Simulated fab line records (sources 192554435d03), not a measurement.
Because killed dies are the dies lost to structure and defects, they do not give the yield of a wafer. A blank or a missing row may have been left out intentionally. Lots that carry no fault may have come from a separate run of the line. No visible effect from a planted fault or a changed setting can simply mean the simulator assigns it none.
Split-lot experiment + flow n5-finfet + 39 wafers read across 7 lots, on a route 1938 steps long

## ON THE SPLIT
At N5_SD_EPI_N_EPI_21 (deposits Si:P, time 690 s), the setting epi-growth-time-s was moved away from the recipe's 690 s on 15 of the 39 wafers read, by -56.6% to +57.1%. All remaining wafers had this setting at the recipe value.

## FROM THE SPLIT TO THE READING: what the file shows between them, 6 steps
- N5_SD_EPI_N_EPI_MEAS_23
- N5_SD_EPI_N_PRECLEAN_24: cleans in O3/DIW, time 60 s
- N5_SD_EPI_N_SRD_25: time 30 s
- N5_SD_EPI_N_PRECLEAN_49: cleans in NF3:NH3, afs cycles 1, time 20 s, sublimation time 60 s
- N5_SD_ACTIVATION_RTA_00: time 0 s
- N5_SD_ACTIVATION_LSA_01: time 0.0008 s

## THE READING
RS_SD_N (ohm/sq), read at N5_SD_ACTIVATION_RS_MEAS_03 with a four-point probe. Fault-free wafers of this fab line usually give 21.95 ohm/sq, standard deviation 0.28 ohm/sq.

| wafer  | tool, chamber at the split | epi-growth-time-s as run, s | against the recipe | RS_SD_N, ohm/sq | against lot-mates on the recipe |
|--------|----------------------------|-----------------------------|--------------------|-----------------|---------------------------------|
| L075.1 | epi-rpcvd-03, 0            | 850.7                       | +23.3%             | 18.88           | -3.04                           |
| L075.2 | epi-rpcvd-03, 0            | 690                         | recipe             | 21.69           | -                               |
| L075.3 | epi-rpcvd-03, 0            | 850.7                       | +23.3%             | 18.61           | -3.31                           |
| L075.4 | epi-rpcvd-03, 0            | 690                         | recipe             | 21.91           | -                               |
| L075.5 | epi-rpcvd-03, 0            | 690                         | recipe             | 22.16           | -                               |
| L075.6 | epi-rpcvd-03, 0            | 850.7                       | +23.3%             | 18.98           | -2.94                           |
| L078.1 | epi-rpcvd-03, 0            | 690                         | recipe             | 21.38           | -                               |
| L078.2 | epi-rpcvd-03, 0            | 371                         | -46.2%             | 37.45           | +15.95                          |
| L078.3 | epi-rpcvd-03, 0            | 690                         | recipe             | 21.22           | -                               |
| L078.4 | epi-rpcvd-03, 0            | 690                         | recipe             | 21.89           | -                               |
| L078.5 | epi-rpcvd-03, 0            | 371                         | -46.2%             | 36.37           | +14.87                          |
| L078.6 | epi-rpcvd-03, 0            | 371                         | -46.2%             | 36.96           | +15.46                          |
| L084.3 | epi-rpcvd-03, 0            | 690                         | recipe             | 22.22           | -                               |
| L084.4 | epi-rpcvd-03, 0            | 690                         | recipe             | 22.26           | -                               |
| L084.5 | epi-rpcvd-03, 0            | 690                         | recipe             | 22.21           | -                               |
| L085.1 | epi-rpcvd-03, 0            | 1084                        | +57.1%             | 15.98           | -6.02                           |
| L085.2 | epi-rpcvd-03, 0            | 1084                        | +57.1%             | 16.08           | -5.92                           |
| L085.3 | epi-rpcvd-03, 0            | 1084                        | +57.1%             | 16.04           | -5.96                           |
| L085.4 | epi-rpcvd-03, 0            | 690                         | recipe             | 21.84           | -                               |
| L085.5 | epi-rpcvd-03, 0            | 690                         | recipe             | 22.14           | -                               |
| L085.6 | epi-rpcvd-03, 0            | 690                         | recipe             | 22.02           | -                               |
| L086.1 | epi-rpcvd-03, 0            | 690                         | recipe             | 22.31           | -                               |
| L086.2 | epi-rpcvd-03, 0            | 299.7                       | -56.6%             | 47.89           | +25.40                          |
| L086.3 | epi-rpcvd-03, 0            | 299.7                       | -56.6%             | 47.93           | +25.44                          |
| L086.4 | epi-rpcvd-03, 0            | 690                         | recipe             | 22.46           | -                               |
| L086.5 | epi-rpcvd-03, 0            | 299.7                       | -56.6%             | 47.42           | +24.93                          |
| L086.6 | epi-rpcvd-03, 0            | 690                         | recipe             | 22.71           | -                               |
| L087.1 | epi-rpcvd-02, 0            | 690                         | recipe             | 22.06           | -                               |
| L087.2 | epi-rpcvd-02, 0            | 690                         | recipe             | 21.81           | -                               |
| L087.3 | epi-rpcvd-02, 0            | 690                         | recipe             | 21.67           | -                               |
| L087.4 | epi-rpcvd-02, 0            | 489.3                       | -29.1%             | 28.23           | +6.38                           |
| L087.5 | epi-rpcvd-02, 0            | 489.3                       | -29.1%             | 28.02           | +6.17                           |
| L087.6 | epi-rpcvd-02, 0            | 489.3                       | -29.1%             | 28.24           | +6.39                           |
| L090.1 | epi-rpcvd-03, 0            | 690                         | recipe             | 21.94           | -                               |
| L090.2 | epi-rpcvd-03, 0            | 690                         | recipe             | 21.92           | -                               |
| L090.3 | epi-rpcvd-03, 0            | 690                         | recipe             | 21.93           | -                               |
| L090.4 | epi-rpcvd-03, 0            | 690                         | recipe             | 22.02           | -                               |
| L090.5 | epi-rpcvd-03, 0            | 690                         | recipe             | 21.51           | -                               |
| L090.6 | epi-rpcvd-03, 0            | 690                         | recipe             | 21.74           | -                               |

FIT RESULTS
A straight line over all 39 wafers: RS_SD_N changes by -0.265 ohm/sq for each +1% of epi-growth-time-s; r = -0.89; the points scatter about the line by 3.8 ohm/sq.
The same after taking each lot's own level away (the mean of its wafers on the recipe; 39 wafers): -0.265 ohm/sq for each +1%; r = -0.90; scatter 3.7 ohm/sq.
Per that fit: largest epi-growth-time-s move, reading shift of 15 ohm/sq.
Across the lots, their own levels run from 21.497 to 22.493 ohm/sq, a range of 3.6 times the standard deviation given above.
Consequently the slope shifts little with the lot-to-lot level, the two slopes agreeing.
Check: for one of the wafers moved furthest among these (+57.1%), held out of the fit, the line's prediction against its lot-mates is -14.5 ohm/sq. Against them it came out at -6.02 ohm/sq.

## FURTHER SPLITS ON THESE WAFERS
These wafers also went through other splits before the reading. Each is held against what the fit with the lots' levels taken away leaves over:
| other split on the same wafers                 | wafers away from the commonest value | r with RS_SD_N (lot level and that fit taken away) |
|------------------------------------------------|--------------------------------------|----------------------------------------------------|
| N5_PMOS_HMC_CHANNEL_EPI_ETCH_38 target-depth-a | 12                                   | -0.15                                              |

## THE WHOLE CHAIN: every reading that the file lists as answering this split, in the file's order
| step                        | what it does                 | reading                                                                         | change (the file's fit)               | r (the file's) |
|-----------------------------|------------------------------|---------------------------------------------------------------------------------|---------------------------------------|----------------|
| N5_SD_EPI_N_EPI_21          | deposits Si:P, time 690 s    | Si-P_of_SD_EPI_N_EPI_21.thk-nm (the simulator's own value, which no gauge read) | +0.476 nm for each +1% of the setting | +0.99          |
| N5_SD_EPI_N_EPI_MEAS_23     |                              | thk-nm                                                                          | withheld for each +1% of the setting  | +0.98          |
| N5_SD_EPI_N_PRECLEAN_24     | cleans in O3/DIW, time 60 s  | Si-P_of_SD_EPI_N_EPI_21.thk-nm (the simulator's own value, which no gauge read) | +0.473 nm for each +1% of the setting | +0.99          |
| N5_SD_ACTIVATION_RS_MEAS_03 | measures by four-point-probe | RS_SD_N                                                                         | -0.274 for each +1% of the setting    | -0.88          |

## FILE'S OWN FIT
RS_SD_N changes by -0.274 ohm/sq for each +1% of epi-growth-time-s, r = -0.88.
